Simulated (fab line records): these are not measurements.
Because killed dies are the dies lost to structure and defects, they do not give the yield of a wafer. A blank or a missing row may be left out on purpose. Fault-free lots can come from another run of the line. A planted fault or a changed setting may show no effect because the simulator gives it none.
The tool behind it: which one? | flow nand_harc | 72 wafers from 24 lots sampled at 6 of the route's 1302 steps

## WHAT THE GAUGES SHOWED, per wafer
Not one reading of a measure or inspect step in the record can be checked against a usual standard deviation.

## WHAT TOOL EACH LOT RAN ON (gives the tool, then ch and the chambers of the sampled wafers, and finally the start)
lot  | NHARC_A_STAIRCASE_TRIM_22      | NHARC_A_STAIRCASE_TRIM_24      | NHARC_A_STAIRCASE_ETCH_25      | NHARC_A_STAIRCASE_ETCH_27      | NHARC_A_STAIRCASE_TRIM_189     | NHARC_A_STAIRCASE_ETCH_234
L074 | rie_diel-02 ch 0,1,3, no start | rie_diel-02 ch 0,2, no start   | rie_diel-02 ch 0,1,3, no start | rie_diel-02 ch 0,1,2, no start | rie_diel-02 ch 0,2,3, no start | rie_diel-02 ch 0,1,3, no start
L075 | rie_diel-02 ch 0,3, no start   | rie_diel-02 ch 1,2,3, no start | rie_diel-02 ch 0,1, no start   | rie_diel-02 ch 0,2, no start   | rie_diel-13 ch 0,1,2, no start | rie_diel-02 ch 0,1,3, no start
L077 | rie_diel-04 ch 0,2,3, no start | rie_diel-04 ch 0,2,3, no start | rie_diel-04 ch 0,2, no start   | rie_diel-04 ch 0,3, no start   | rie_diel-02 ch 0,1,3, no start | rie_diel-04 ch 0,2, no start
L076 | rie_diel-02 ch 0,1,3, no start | rie_diel-02 ch 1,3, no start   | rie_diel-02 ch 0,1, no start   | rie_diel-02 ch 0,1, no start   | rie_diel-04 ch 0,2,3, no start | rie_diel-02 ch 0,1,3, no start
L079 | rie_diel-04 ch 2,3, no start   | rie_diel-04 ch 0,2,3, no start | rie_diel-04 ch 0,2,3, no start | rie_diel-04 ch 0,2, no start   | rie_diel-02 ch 0,1,2, no start | rie_diel-04 ch 0,1,3, no start
L078 | rie_diel-13 ch 0,1,3, no start | rie_diel-13 ch 0,2,3, no start | rie_diel-13 ch 1,2,3, no start | rie_diel-13 ch 0,1,2, no start | rie_diel-04 ch 0,3, no start   | rie_diel-13 ch 1,2, no start
L080 | rie_diel-02 ch 0,2,3, no start | rie_diel-02 ch 1,2, no start   | rie_diel-02 ch 0,1, no start   | rie_diel-02 ch 0,2,3, no start | rie_diel-04 ch 2,3, no start   | rie_diel-04 ch 1,2,3, no start
L082 | rie_diel-13 ch 0,1,2, no start | rie_diel-13 ch 1,2,3, no start | rie_diel-13 ch 2,3, no start   | rie_diel-13 ch 0,1,2, no start | rie_diel-04 ch 1,2,3, no start | rie_diel-02 ch 0,3, no start
L081 | rie_diel-04 ch 0,1,2, no start | rie_diel-04 ch 0,1, no start   | rie_diel-04 ch 0,2,3, no start | rie_diel-04 ch 0,3, no start   | rie_diel-04 ch 0,1, no start   | rie_diel-02 ch 0,1,3, no start
L083 | rie_diel-02 ch 0,1,3, no start | rie_diel-02 ch 0,1,2, no start | rie_diel-02 ch 0,1,3, no start | rie_diel-02 ch 0,1,2, no start | rie_diel-04 ch 0,1,2, no start | rie_diel-04 ch 0,1,2, no start
L084 | rie_diel-13 ch 2,3, no start   | rie_diel-13 ch 0,2, no start   | rie_diel-13 ch 0,1,2, no start | rie_diel-13 ch 2,3, no start   | rie_diel-13 ch 0,2,3, no start | rie_diel-13 ch 0,1, no start
L085 | rie_diel-02 ch 2,3, no start   | rie_diel-02 ch 2,3, no start   | rie_diel-02 ch 2,3, no start   | rie_diel-02 ch 0,2,3, no start | rie_diel-04 ch 0,2, no start   | rie_diel-04 ch 0,1,3, no start
L087 | rie_diel-04 ch 0,1,3, no start | rie_diel-04 ch 0,2,3, no start | rie_diel-04 ch 1,2,3, no start | rie_diel-04 ch 0,3, no start   | rie_diel-02 ch 0,3, no start   | rie_diel-04 ch 1,2,3, no start
L086 | rie_diel-13 ch 0,2,3, no start | rie_diel-13 ch 0,1,3, no start | rie_diel-13 ch 0,1, no start   | rie_diel-13 ch 0,2,3, no start | rie_diel-13 ch 0,1,3, no start | rie_diel-13 ch 0,1, no start
L089 | rie_diel-02 ch 0,3, no start   | rie_diel-02 ch 0,3, no start   | rie_diel-02 ch 1,3, no start   | rie_diel-02 ch 0,1, no start   | rie_diel-02 ch 1,2, no start   | rie_diel-02 ch 2,3, no start
L088 | rie_diel-02 ch 0,1,3, no start | rie_diel-02 ch 0,1, no start   | rie_diel-02 ch 0,3, no start   | rie_diel-02 ch 0,3, no start   | rie_diel-02 ch 0,2, no start   | rie_diel-13 ch 1,2, no start
L090 | rie_diel-04 ch 2,3, no start   | rie_diel-04 ch 0,1,2, no start | rie_diel-04 ch 1,2,3, no start | rie_diel-04 ch 0,1,2, no start | rie_diel-02 ch 0,1, no start   | rie_diel-04 ch 1,3, no start
L091 | rie_diel-02 ch 1,2, no start   | rie_diel-02 ch 0,1,2, no start | rie_diel-02 ch 0,1,2, no start | rie_diel-02 ch 0,1,2, no start | rie_diel-04 ch 0,2,3, no start | rie_diel-04 ch 0,1,3, no start
L092 | rie_diel-13 ch 0,1,3, no start | rie_diel-13 ch 0,1,3, no start | rie_diel-13 ch 0,1,3, no start | rie_diel-13 ch 0,1,3, no start | rie_diel-04 ch 0,3, no start   | rie_diel-04 ch 1,2,3, no start
L093 | rie_diel-02 ch 1,2, no start   | rie_diel-02 ch 0,2, no start   | rie_diel-02 ch 0,1,2, no start | rie_diel-02 ch 1,2, no start   | rie_diel-13 ch 2,3, no start   | rie_diel-02 ch 0,1, no start
L094 | rie_diel-04 ch 1,2, no start   | rie_diel-04 ch 0,1,2, no start | rie_diel-04 ch 0,1,3, no start | rie_diel-04 ch 0,2,3, no start | rie_diel-02 ch 0,1, no start   | rie_diel-02 ch 0,1,3, no start
L097 | rie_diel-04 ch 1,2,3, no start | rie_diel-04 ch 0,1,3, no start | rie_diel-04 ch 0,2,3, no start | rie_diel-04 ch 0,1,3, no start | rie_diel-04 ch 0,1,2, no start | rie_diel-04 ch 0,2,3, no start
L095 | rie_diel-13 ch 2,3, no start   | rie_diel-13 ch 0,1,3, no start | rie_diel-13 ch 1,2,3, no start | rie_diel-13 ch 0,1,3, no start | rie_diel-13 ch 0,1,2, no start | rie_diel-04 ch 2,3, no start
L096 | rie_diel-13 ch 0,1,3, no start | rie_diel-13 ch 0,1,3, no start | rie_diel-13 ch 0,1,3, no start | rie_diel-13 ch 0,3, no start   | rie_diel-02 ch 0,2,3, no start | rie_diel-02 ch 0,1, no start
- NHARC_A_STAIRCASE_TRIM_22: chemistry O2, time 211.2 s.
- NHARC_A_STAIRCASE_TRIM_24: chemistry O2, time 211.2 s.
- NHARC_A_STAIRCASE_ETCH_25: etches the open film in C4F8/O2, target depth 100 nm, time 40.5 s.
- NHARC_A_STAIRCASE_ETCH_27: etches the open film in C4F8/O2, target depth 100 nm, time 40.5 s.
- NHARC_A_STAIRCASE_TRIM_189: chemistry O2, time 211.2 s.
- NHARC_A_STAIRCASE_ETCH_234: etches the open film in C4F8/O2, target depth 100 nm, time 40.5 s.

## WHAT THE TOOLS THEMSELVES READ (means of the sampled wafers that have a number; where no wafer has one, the mark that the record gives instead)
NHARC_A_STAIRCASE_TRIM_22.
lot  | tool        | drypump_motor_current_A (A) | oes_product_au (a.u.) | rf_vpp_V (V) | showerhead_plenum_p_Torr (Torr) | throttle_valve_pct (%)
L074 | rie_diel-02 | 5.8                         | 0.993                 | 57.9         | 3.49                            | 17.037
L075 | rie_diel-02 | 6.0                         | 0.997                 | 58.3         | 3.62                            | 17.035
L077 | rie_diel-04 | 5.3                         | 0.999                 | 58.4         | 3.67                            | 17.039
L076 | rie_diel-02 | 5.7                         | 0.992                 | 58.2         | 3.48                            | 17.045
L079 | rie_diel-04 | 5.1                         | 1.001                 | 57.4         | 3.64                            | 17.036
L078 | rie_diel-13 | 5.6                         | 1.000                 | 57.8         | 3.67                            | 17.030
L080 | rie_diel-02 | 5.6                         | 0.990                 | 57.1         | 3.55                            | 17.042
L082 | rie_diel-13 | 5.9                         | 0.995                 | 58.1         | 3.64                            | 17.031
L081 | rie_diel-04 | 5.4                         | 1.006                 | 58.2         | 3.50                            | 17.026
L083 | rie_diel-02 | 5.7                         | 0.988                 | 58.1         | 3.65                            | 17.031
L084 | rie_diel-13 | 5.5                         | 0.998                 | 57.4         | 3.54                            | 17.034
L085 | rie_diel-02 | 5.2                         | 0.996                 | 57.5         | 3.49                            | 17.042
L087 | rie_diel-04 | 5.6                         | 1.003                 | 56.9         | 3.56                            | 17.034
L086 | rie_diel-13 | 5.6                         | 0.998                 | 57.3         | 3.56                            | 17.037
L089 | rie_diel-02 | 5.5                         | 0.996                 | 57.2         | 3.54                            | 17.030
L088 | rie_diel-02 | 5.7                         | 0.992                 | 57.9         | 3.64                            | 17.033
L090 | rie_diel-04 | 5.1                         | 0.997                 | 57.9         | 3.63                            | 17.038
L091 | rie_diel-02 | 5.6                         | 0.981                 | 58.2         | 3.67                            | 17.044
L092 | rie_diel-13 | 5.6                         | 1.002                 | 58.3         | 3.64                            | 17.036
L093 | rie_diel-02 | 5.4                         | 0.991                 | 58.3         | 3.55                            | 17.034
L094 | rie_diel-04 | 5.2                         | 1.003                 | 58.1         | 3.64                            | 17.036
L097 | rie_diel-04 | 5.5                         | 1.000                 | 59.2         | 3.70                            | 17.039
L095 | rie_diel-13 | 5.5                         | 1.011                 | 58.1         | 3.52                            | 17.044
L096 | rie_diel-13 | 5.6                         | 1.001                 | 58.0         | 3.63                            | 17.039

NHARC_A_STAIRCASE_TRIM_24.
lot  | tool        | drypump_motor_current_A (A) | oes_product_au (a.u.) | rf_vpp_V (V) | showerhead_plenum_p_Torr (Torr) | throttle_valve_pct (%)
L074 | rie_diel-02 | 5.7                         | 0.991                 | 57.4         | 3.54                            | 17.037
L075 | rie_diel-02 | 5.4                         | 0.992                 | 57.5         | 3.42                            | 17.030
L077 | rie_diel-04 | 5.2                         | 1.003                 | 58.8         | 3.67                            | 17.038
L076 | rie_diel-02 | 5.3                         | 0.984                 | 56.9         | 3.43                            | 17.031
L079 | rie_diel-04 | 5.2                         | 0.998                 | 57.8         | 3.67                            | 17.037
L078 | rie_diel-13 | 5.6                         | 1.001                 | 58.2         | 3.57                            | 17.021
L080 | rie_diel-02 | 5.6                         | 0.987                 | 58.4         | 3.69                            | 17.037
L082 | rie_diel-13 | 5.8                         | 1.004                 | 58.2         | 3.62                            | 17.035
L081 | rie_diel-04 | 5.8                         | 1.006                 | 57.3         | 3.40                            | 17.035
L083 | rie_diel-02 | 5.8                         | 0.981                 | 58.1         | 3.64                            | 17.044
L084 | rie_diel-13 | 5.9                         | 1.003                 | 58.3         | 3.53                            | 17.044
L085 | rie_diel-02 | 5.2                         | 0.987                 | 57.8         | 3.47                            | 17.033
L087 | rie_diel-04 | 5.2                         | 0.999                 | 57.9         | 3.66                            | 17.037
L086 | rie_diel-13 | 5.6                         | 0.997                 | 58.5         | 3.65                            | 17.027
L089 | rie_diel-02 | 5.5                         | 0.993                 | 57.7         | 3.54                            | 17.036
L088 | rie_diel-02 | 5.9                         | 0.981                 | 57.9         | 3.74                            | 17.034
L090 | rie_diel-04 | 5.4                         | 0.998                 | 57.3         | 3.49                            | 17.043
L091 | rie_diel-02 | 5.8                         | 0.993                 | 57.4         | 3.62                            | 17.035
L092 | rie_diel-13 | 5.6                         | 0.995                 | 58.2         | 3.64                            | 17.029
L093 | rie_diel-02 | 6.0                         | 0.989                 | 57.3         | 3.57                            | 17.040
L094 | rie_diel-04 | 5.4                         | 0.995                 | 58.2         | 3.67                            | 17.039
L097 | rie_diel-04 | 5.6                         | 0.996                 | 57.9         | 3.72                            | 17.029
L095 | rie_diel-13 | 5.6                         | 1.009                 | 57.3         | 3.64                            | 17.042
L096 | rie_diel-13 | 5.6                         | 0.999                 | 58.6         | 3.63                            | 17.031

NHARC_A_STAIRCASE_ETCH_25.
lot  | tool        | oes_product_au (a.u.) | rf_vpp_V (V)
L074 | rie_diel-02 | 0.930                 | 894
L075 | rie_diel-02 | 0.949                 | 892
L077 | rie_diel-04 | 0.940                 | 900
L076 | rie_diel-02 | 0.949                 | 891
L079 | rie_diel-04 | 0.950                 | 901
L078 | rie_diel-13 | 0.953                 | 900
L080 | rie_diel-02 | 0.938                 | 902
L082 | rie_diel-13 | 0.935                 | 896
L081 | rie_diel-04 | 0.962                 | 900
L083 | rie_diel-02 | 0.913                 | 900
L084 | rie_diel-13 | 0.948                 | 900
L085 | rie_diel-02 | 0.940                 | 894
L087 | rie_diel-04 | 0.964                 | 896
L086 | rie_diel-13 | 0.952                 | 903
L089 | rie_diel-02 | 0.939                 | 897
L088 | rie_diel-02 | 0.942                 | 896
L090 | rie_diel-04 | 0.951                 | 897
L091 | rie_diel-02 | 0.930                 | 899
L092 | rie_diel-13 | 0.930                 | 901
L093 | rie_diel-02 | 0.931                 | 899
L094 | rie_diel-04 | 0.931                 | 903
L097 | rie_diel-04 | 0.928                 | 899
L095 | rie_diel-13 | 0.959                 | 898
L096 | rie_diel-13 | 0.944                 | 900

NHARC_A_STAIRCASE_ETCH_27.
lot  | tool        | oes_product_au (a.u.) | rf_vpp_V (V)
L074 | rie_diel-02 | 0.938                 | 893
L075 | rie_diel-02 | 0.943                 | 898
L077 | rie_diel-04 | 0.941                 | 903
L076 | rie_diel-02 | 0.933                 | 891
L079 | rie_diel-04 | 0.932                 | 898
L078 | rie_diel-13 | 0.957                 | 900
L080 | rie_diel-02 | 0.918                 | 896
L082 | rie_diel-13 | 0.938                 | 899
L081 | rie_diel-04 | 0.951                 | 903
L083 | rie_diel-02 | 0.932                 | 900
L084 | rie_diel-13 | 0.948                 | 896
L085 | rie_diel-02 | 0.934                 | 897
L087 | rie_diel-04 | 0.952                 | 903
L086 | rie_diel-13 | 0.953                 | 897
L089 | rie_diel-02 | 0.938                 | 902
L088 | rie_diel-02 | 0.937                 | 898
L090 | rie_diel-04 | 0.939                 | 895
L091 | rie_diel-02 | 0.932                 | 899
L092 | rie_diel-13 | 0.946                 | 901
L093 | rie_diel-02 | 0.926                 | 901
L094 | rie_diel-04 | 0.937                 | 900
L097 | rie_diel-04 | 0.947                 | 902
L095 | rie_diel-13 | 0.943                 | 900
L096 | rie_diel-13 | 0.943                 | 898

NHARC_A_STAIRCASE_TRIM_189.
lot  | tool        | drypump_motor_current_A (A) | oes_product_au (a.u.) | rf_vpp_V (V) | showerhead_plenum_p_Torr (Torr) | throttle_valve_pct (%)
L074 | rie_diel-02 | 5.6                         | 0.995                 | 57.1         | 3.56                            | 17.041
L075 | rie_diel-13 | 5.9                         | 1.014                 | 58.1         | 3.65                            | 17.027
L077 | rie_diel-02 | 5.7                         | 0.994                 | 57.6         | 3.48                            | 17.034
L076 | rie_diel-04 | 5.2                         | 0.997                 | 57.7         | 3.67                            | 17.039
L079 | rie_diel-02 | 5.8                         | 0.991                 | 58.9         | 3.65                            | 17.034
L078 | rie_diel-04 | 5.5                         | 1.002                 | 58.6         | 3.73                            | 17.043
L080 | rie_diel-04 | 5.4                         | 0.998                 | 57.6         | 3.70                            | 17.029
L082 | rie_diel-04 | 5.5                         | 1.005                 | 57.2         | 3.54                            | 17.031
L081 | rie_diel-04 | 5.5                         | 1.000                 | 58.1         | 3.53                            | 17.041
L083 | rie_diel-04 | 5.4                         | 0.999                 | 56.6         | 3.50                            | 17.035
L084 | rie_diel-13 | 5.6                         | 0.999                 | 57.1         | 3.56                            | 17.038
L085 | rie_diel-04 | 5.0                         | 0.995                 | 58.3         | 3.60                            | 17.044
L087 | rie_diel-02 | 5.5                         | 0.999                 | 58.1         | 3.55                            | 17.036
L086 | rie_diel-13 | 5.6                         | 1.003                 | 58.7         | 3.65                            | 17.041
L089 | rie_diel-02 | 5.4                         | 0.986                 | 57.5         | 3.57                            | 17.041
L088 | rie_diel-02 | 5.7                         | 0.993                 | 57.3         | 3.52                            | 17.030
L090 | rie_diel-02 | 5.9                         | 0.986                 | 59.0         | 3.73                            | 17.032
L091 | rie_diel-04 | 5.3                         | 0.994                 | 58.8         | 3.65                            | 17.050
L092 | rie_diel-04 | 5.4                         | 0.988                 | 58.0         | 3.68                            | 17.031
L093 | rie_diel-13 | 5.8                         | 1.007                 | 58.1         | 3.51                            | 17.045
L094 | rie_diel-02 | 6.2                         | 0.987                 | 58.5         | 3.68                            | 17.045
L097 | rie_diel-04 | 5.4                         | 1.004                 | 58.6         | 3.66                            | 17.045
L095 | rie_diel-13 | 5.9                         | 1.005                 | 58.5         | 3.61                            | 17.040
L096 | rie_diel-02 | 5.6                         | 0.998                 | 58.1         | 3.52                            | 17.042

NHARC_A_STAIRCASE_ETCH_234.
lot  | tool        | oes_product_au (a.u.) | rf_vpp_V (V)
L074 | rie_diel-02 | 0.940                 | 894
L075 | rie_diel-02 | 0.944                 | 894
L077 | rie_diel-04 | 0.945                 | 899
L076 | rie_diel-02 | 0.952                 | 894
L079 | rie_diel-04 | 0.951                 | 898
L078 | rie_diel-13 | 0.955                 | 902
L080 | rie_diel-04 | 0.951                 | 896
L082 | rie_diel-02 | 0.941                 | 897
L081 | rie_diel-02 | 0.944                 | 900
L083 | rie_diel-04 | 0.948                 | 896
L084 | rie_diel-13 | 0.962                 | 902
L085 | rie_diel-04 | 0.956                 | 896
L087 | rie_diel-04 | 0.959                 | 895
L086 | rie_diel-13 | 0.945                 | 903
L089 | rie_diel-02 | 0.947                 | 893
L088 | rie_diel-13 | 0.933                 | 898
L090 | rie_diel-04 | 0.946                 | 898
L091 | rie_diel-04 | 0.939                 | 897
L092 | rie_diel-04 | 0.937                 | 902
L093 | rie_diel-02 | 0.927                 | 904
L094 | rie_diel-02 | 0.940                 | 900
L097 | rie_diel-04 | 0.938                 | 901
L095 | rie_diel-04 | 0.933                 | 899
L096 | rie_diel-02 | 0.953                 | 903

## THE ANSWER, worked out from the rows above alone
Rule: usual is defined by the lots themselves. The widest of any qualifying gaps counts: lots, ordered by their means at a reading, are off when they make up no more than a third of the lots, leave a main group of 4 or more, and stand apart from it by 3 or more times the standard deviation of that group's means. If all means in a main group match to the digits the tables above print for the reading, that group is not used. Also off: a lot with no number at a reading for which 4 or more lots have one. All remaining lots with rows at the step are treated as sound. After the gauges, taken in route order, come the tools' own readings; for these a lot's mean is taken, as printed above. The first step at which some lot is off is used, and at that step the reading that is off furthest; a lot without a number counts as furthest.
Across all readings shown, no lot is off: no conclusion can be drawn from this.

## WHAT WAS PUT IN BY THE SIMULATOR
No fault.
